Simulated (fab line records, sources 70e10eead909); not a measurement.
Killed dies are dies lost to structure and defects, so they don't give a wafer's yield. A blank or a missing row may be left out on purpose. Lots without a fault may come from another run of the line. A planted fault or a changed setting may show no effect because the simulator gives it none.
Which tool did it? | flow nand_harc | 13 lots, 39 wafers sampled, at 6 steps of a route of 1159

WHAT THE GAUGES READ, wafer by wafer
NHARC_P_CONTACT_CD_MEAS_12: target cd 90 nm. Usual: cd_nm 90.2 nm, standard deviation 0.57.
lot  | measured     | on        | cd_nm (nm)     | flag
L933 | day 5 21:46  | cd_sem-02 | 89.3 88.9 89.7 |
L934 | day 6 03:47  | cd_sem-02 | 89.7 90.5 91.4 |
L936 | day 6 09:56  | cd_sem-02 | 90.4 89.7 90.4 |
L937 | day 6 18:51  | cd_sem-02 | 89.4 89.6 89.6 |
L938 | day 7 02:13  | cd_sem-01 | 90.2 90.2 90.1 |
L939 | day 7 04:32  | cd_sem-03 | 91.6 90.4 90.6 |
L942 | day 7 22:53  | cd_sem-01 | 89.9 90.7 90.6 |
L941 | day 7 23:22  | cd_sem-02 | 89.6 90.4 90.3 |
L943 | day 8 20:20  | cd_sem-03 | 90.3 89.9 90.3 |
L946 | day 8 21:31  | cd_sem-02 | 90.2 91.0 90.2 |
L944 | day 8 22:36  | cd_sem-02 | 89.5 90.2 90.7 |
L945 | day 9 03:37  | cd_sem-03 | 92.1 92.8 92.5 | OFF
L955 | day 11 07:58 | cd_sem-02 | 90.4 90.2 91.3 |

NHARC_END_SORT_01. Usual: killed_at_array 29, standard deviation 10; killed_at_other 0.7, standard deviation 1.1; killed_at_periphery 3.2, standard deviation 2.2; killed_dies 33, standard deviation 11; killed_open 3.5, standard deviation 1.8; killed_short 2.0, standard deviation 1.4.
lot  | measured     | on        | killed_at_array | killed_at_other | killed_at_periphery | killed_dies | killed_open | killed_short | flag
L943 | day 22 09:56 | prober-02 | 38 43 39        | 0 1 1           | 8 8 7               | 46 52 47    | 3 5 4       | 1 3 2        |
L946 | day 22 18:23 | prober-01 | 18 22 13        | 0 1 3           | 3 2 2               | 21 25 18    | 2 8 2       | 4 0 0        |
L945 | day 23 06:19 | prober-02 | 26 18 19        | 0 0 1           | 3 0 1               | 29 18 21    | 3 2 3       | 4 1 1        |

WHICH TOOL RAN EACH LOT (tool, then ch and the chambers of the sampled wafers, then the start)
lot  | NHARC_P_CONTACT_DEP_30         | NHARC_P_CONTACT_CMP_01        | NHARC_P_CONTACT_EXPOSE_09          | NHARC_P_CONTACT_ETCH_35
L933 | pecvd-01 ch 0,1, day 5 20:16   | cmp-04 ch 1,2, day 5 20:58    | arfi_scanner-02 ch 0, day 5 21:38  | rie_diel-02 ch 0,2,3, day 5 22:03
L934 | pecvd-02 ch 0,2, day 6 02:22   | cmp-03 ch 0,1,3, day 6 03:08  | arfi_scanner-02 ch 0, day 6 03:38  | rie_diel-02 ch 1,2,3, day 6 04:04
L936 | pecvd-01 ch 1,2, day 6 08:23   | cmp-03 ch 0,1,2, day 6 09:06  | arfi_scanner-02 ch 0, day 6 09:47  | rie_diel-09 ch 0,2,3, day 6 10:12
L937 | pecvd-02 ch 0,1,2, day 6 17:23 | cmp-03 ch 0,1, day 6 18:05    | arfi_scanner-02 ch 0, day 6 18:42  | rie_diel-02 ch 0,2,3, day 6 19:08
L938 | pecvd-03 ch 1,2, day 7 00:49   | cmp-03 ch 2,3, day 7 01:30    | arfi_scanner-02 ch 0, day 7 02:05  | rie_diel-02 ch 0,2, day 7 02:30
L939 | pecvd-02 ch 0,1, day 7 03:06   | cmp-04 ch 2,3, day 7 03:49    | arfi_scanner-02 ch 0, day 7 04:23  | rie_diel-09 ch 0,2,3, day 7 04:49
L942 | pecvd-03 ch 0,2, day 7 21:20   | cmp-04 ch 2,3, day 7 22:03    | arfi_scanner-03 ch 0, day 7 22:45  | rie_diel-09 ch 1,2, day 7 23:10
L941 | pecvd-01 ch 1,2, day 7 21:49   | cmp-04 ch 0,1,2, day 7 22:31  | arfi_scanner-02 ch 0, day 7 23:13  | rie_diel-02 ch 1,3, day 7 23:39
L943 | pecvd-03 ch 1,2, day 8 18:49   | cmp-03 ch 1,3, day 8 19:31    | arfi_scanner-03 ch 0, day 8 20:11  | rie_diel-09 ch 0,1, day 8 20:36
L946 | pecvd-02 ch 0,1, day 8 20:01   | cmp-02 ch 0,2, day 8 20:41    | arfi_scanner-01 ch 0, day 8 21:23  | rie_diel-09 ch 2,3, day 8 21:47
L944 | pecvd-02 ch 1,2, day 8 21:02   | cmp-03 ch 0,2,3, day 8 21:51  | arfi_scanner-03 ch 0, day 8 22:28  | rie_diel-09 ch 0,1,3, day 8 22:53
L945 | pecvd-03 ch 0,1, day 9 02:05   | cmp-02 ch 0,1,3, day 9 02:47  | arfi_scanner-01 ch 0, day 9 03:29  | rie_diel-08 ch 0,1,3, day 9 03:53
L955 | pecvd-03 ch 0,1, day 11 06:26  | cmp-03 ch 0,1,2, day 11 07:08 | arfi_scanner-01 ch 0, day 11 07:50 | rie_diel-09 ch 1,2,3, day 11 08:14
- NHARC_P_CONTACT_DEP_30: deposits SiNx, target thk 30 nm.
- NHARC_P_CONTACT_CMP_01: polishes SiO2, target thk 200 nm.
- NHARC_P_CONTACT_EXPOSE_09: exposes mask P CA, target cd 90 nm.
- NHARC_P_CONTACT_ETCH_35: etches the open film in CF4, target depth 39 nm, time 65 s.

WHAT THE TOOLS THEMSELVES READ (means of the sampled wafers that have a number; where no wafer has one, the mark that the record gives instead)
NHARC_P_CONTACT_DEP_30. Usual: heater_power_w 714 W, standard deviation 92.
lot  | tool     | heater_power_w (W) | flag
L933 | pecvd-01 | 736                |
L934 | pecvd-02 | 695                |
L936 | pecvd-01 | 617                |
L937 | pecvd-02 | 749                |
L938 | pecvd-03 | 696                |
L939 | pecvd-02 | 738                |
L942 | pecvd-03 | 752                |
L941 | pecvd-01 | 635                |
L943 | pecvd-03 | 654                |
L946 | pecvd-02 | 750                |
L944 | pecvd-02 | 763                |
L945 | pecvd-03 | 733                |
L955 | pecvd-03 | 650                |

NHARC_P_CONTACT_CMP_01. Usual: motor_current_A 12.1 A, standard deviation 1.1.
lot  | tool   | motor_current_A (A) | flag
L933 | cmp-04 | 11.9                |
L934 | cmp-03 | 12.1                |
L936 | cmp-03 | 12.3                |
L937 | cmp-03 | 12.9                |
L938 | cmp-03 | 12.2                |
L939 | cmp-04 | 12.2                |
L942 | cmp-04 | 11.8                |
L941 | cmp-04 | 12.5                |
L943 | cmp-03 | 12.7                |
L946 | cmp-02 | 10.6                |
L944 | cmp-03 | 11.9                |
L945 | cmp-02 | 12.2                |
L955 | cmp-03 | 12.6                |

NHARC_P_CONTACT_ETCH_35. Usual: cf4_flow_sccm 150.1 sccm, standard deviation 0.44; drypump_motor_current_A 5.9 A, standard deviation 0.43; oes_product_au 1.000 a.u., standard deviation 0.012; rf_vpp_V 151.5 V, standard deviation 1.1; showerhead_plenum_p_Torr 1.79 Torr, standard deviation 0.054; throttle_valve_pct 13.283 %, standard deviation 0.0093.
lot  | tool        | cf4_flow_sccm (sccm) | drypump_motor_current_A (A) | oes_product_au (a.u.) | rf_vpp_V (V) | showerhead_plenum_p_Torr (Torr) | throttle_valve_pct (%) | flag
L933 | rie_diel-02 | 150.1                | 5.5                         | 1.002                 | 150.2        | 1.75                            | 13.281                 |
L934 | rie_diel-02 | 150.3                | 5.3                         | 0.997                 | 151.2        | 1.72                            | 13.280                 |
L936 | rie_diel-09 | 150.0                | 6.0                         | 1.009                 | 151.9        | 1.82                            | 13.284                 |
L937 | rie_diel-02 | 150.7                | 5.5                         | 1.004                 | 151.4        | 1.75                            | 13.278                 |
L938 | rie_diel-02 | 150.0                | 5.4                         | 0.997                 | 151.3        | 1.78                            | 13.286                 |
L939 | rie_diel-09 | 150.0                | 6.0                         | 1.003                 | 151.7        | 1.82                            | 13.281                 |
L942 | rie_diel-09 | 150.8                | 6.4                         | 0.995                 | 152.3        | 1.81                            | 13.292                 |
L941 | rie_diel-02 | 150.0                | 5.3                         | 1.008                 | 150.0        | 1.69                            | 13.286                 |
L943 | rie_diel-09 | 149.7                | 6.3                         | 0.999                 | 152.2        | 1.80                            | 13.281                 |
L946 | rie_diel-09 | 150.2                | 6.0                         | 0.993                 | 153.0        | 1.84                            | 13.278                 |
L944 | rie_diel-09 | 150.0                | 6.1                         | 0.997                 | 151.8        | 1.81                            | 13.280                 |
L945 | rie_diel-08 | 150.2                | 5.6                         | 1.009                 | 150.7        | 1.71                            | 13.279                 |
L955 | rie_diel-09 | 149.3                | 6.2                         | 0.998                 | 152.0        | 1.82                            | 13.280                 |

THE ANSWER, worked out from the rows above alone
Rule: a lot is off if the mean of its wafers that have a number lies more than 3 standard deviations from the usual mean. A lot without any number at a reading at which 4 lots or more have one is off too. The other lots that the step has rows for count as sound. The gauges are gone through in route order, then the tools' own readings, and for those a lot's mean is taken as printed above. The first step at which some lot is off is used, and at that step the reading that is off furthest; a lot without a number counts as furthest.
Off: L945, at NHARC_P_CONTACT_CD_MEAS_12 (cd_nm).
A tool fits if, at a process step before that reading, it ran every lot that is off, and no sound lot after the first of them. The gauges at NHARC_P_CONTACT_CD_MEAS_12 are tried like those tools. Can't be told from this: 2 tools fit, cmp-02 at NHARC_P_CONTACT_CMP_01, cd_sem-03 at NHARC_P_CONTACT_CD_MEAS_12.

WHAT THE SIMULATOR HAD PUT IN
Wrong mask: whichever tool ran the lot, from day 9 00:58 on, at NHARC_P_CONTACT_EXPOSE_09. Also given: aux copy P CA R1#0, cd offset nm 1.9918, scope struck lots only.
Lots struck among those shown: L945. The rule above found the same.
